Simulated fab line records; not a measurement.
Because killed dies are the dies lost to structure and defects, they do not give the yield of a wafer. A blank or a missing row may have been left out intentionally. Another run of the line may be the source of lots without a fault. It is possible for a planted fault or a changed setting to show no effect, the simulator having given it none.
Split-lot study -- flow n5Finfet -- route with 1938 steps; 7 lots, 21 wafers read

## THE SPLIT
At N5_BEOL_M11_COAT_05 (resist thk 90 nm), the setting spinRpm was moved away from the recipe's 1500 rpm on 10 of the 21 wafers read, by -10.1% to -4.5%. This setting was run at the recipe's value on the other wafers.

## FROM THE SPLIT TO THE READING: what the file shows between them, 2 steps
- N5_BEOL_M11_EBR_07
- N5_BEOL_M11_SOFTBAKE_06: time 60 s

## THE READING
CAR-ArF_of_BEOL_M11_COAT_05.thkNm (the simulator's own value, which no gauge read), in nm, at N5_BEOL_M11_DESCUM_16 (chemistry O2, time 7.9 s). The file gives no usual value for it. The 11 wafers here that ran the recipe average 83.7 nm, standard deviation 0.2 nm.

wafer,"tool, chamber at the split","spinRpm as run, rpm",against the recipe,"CAR-ArF_of_BEOL_M11_COAT_05.thkNm, nm",against lot-mates on the recipe
L076.2,"lithoTrack-04, 0",1500,recipe,83.6,-
L076.3,"lithoTrack-04, 0",1404,-6.4%,86.8,+3.3
L076.4,"lithoTrack-04, 0",1500,recipe,83.4,-
L078.1,"lithoTrack-03, 0",1500,recipe,83.8,-
L078.5,"lithoTrack-03, 0",1500,recipe,83.8,-
L078.2,"lithoTrack-03, 0",1500,recipe,84,-
L079.1,"lithoTrack-04, 0",1427,-4.9%,85.8,+2.2
L079.3,"lithoTrack-04, 0",1500,recipe,83.6,-
L079.5,"lithoTrack-04, 0",1500,recipe,83.6,-
L080.3,"lithoTrack-04, 0",1500,recipe,83.8,-
L080.5,"lithoTrack-04, 0",1349,-10.1%,88.6,+4.8
L080.6,"lithoTrack-04, 0",1349,-10.1%,88.4,+4.6
L085.2,"lithoTrack-04, 0",1383,-7.8%,87.6,no lot-mate on the recipe
L085.4,"lithoTrack-04, 0",1383,-7.8%,87.4,no lot-mate on the recipe
L085.5,"lithoTrack-04, 0",1383,-7.8%,87.2,no lot-mate on the recipe
L087.1,"lithoTrack-04, 0",1355,-9.7%,88,+4.0
L087.2,"lithoTrack-04, 0",1355,-9.7%,88.4,+4.4
L087.6,"lithoTrack-04, 0",1500,recipe,84,-
L091.1,"lithoTrack-03, 0",1500,recipe,83.4,-
L091.2,"lithoTrack-03, 0",1433,-4.5%,85.6,+2.0
L091.4,"lithoTrack-03, 0",1500,recipe,83.8,-

FIT RESULTS
A straight line over all 21 wafers: CAR-ArF_of_BEOL_M11_COAT_05.thkNm changes by -0.471 nm for each +1% of spinRpm; r = -1.00; the points scatter about the line by 0.19 nm.
The same after taking each lot's own level away (the mean of its wafers on the recipe; 18 wafers): -0.456 nm for each +1%; r = -1.00; scatter 0.17 nm.
Per that fit: largest spinRpm move, reading shift of 4.6 nm.
The lots' own levels span 83.50 to 84.00 nm, that is 2.5 times the standard deviation above.
The two slopes agree, so the slope changes little with the lot-to-lot level.
Check: for one of the wafers moved furthest among these (-10.1%), held out of the fit, the line's prediction against its lot-mates is +4.54 nm. It came out at +4.8 nm against them.

## THE WHOLE CHAIN: every reading that the file lists as answering this split, in the file's order
step,what it does,reading,change (the file's fit),r (the file's)
N5_BEOL_M11_COAT_05,resist thk 90 nm,"CAR-ArF_of_BEOL_M11_COAT_05.thkNm (the simulator's own value, which no gauge read)",-0.469 nm for each +1% of the setting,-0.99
N5_BEOL_M11_DESCUM_16,"chemistry O2, time 7.9 s","CAR-ArF_of_BEOL_M11_COAT_05.thkNm (the simulator's own value, which no gauge read)",-0.461 nm for each +1% of the setting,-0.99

## FILE'S OWN FIT
CAR-ArF_of_BEOL_M11_COAT_05.thkNm changes by -0.461 nm for each +1% of spinRpm, r = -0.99.
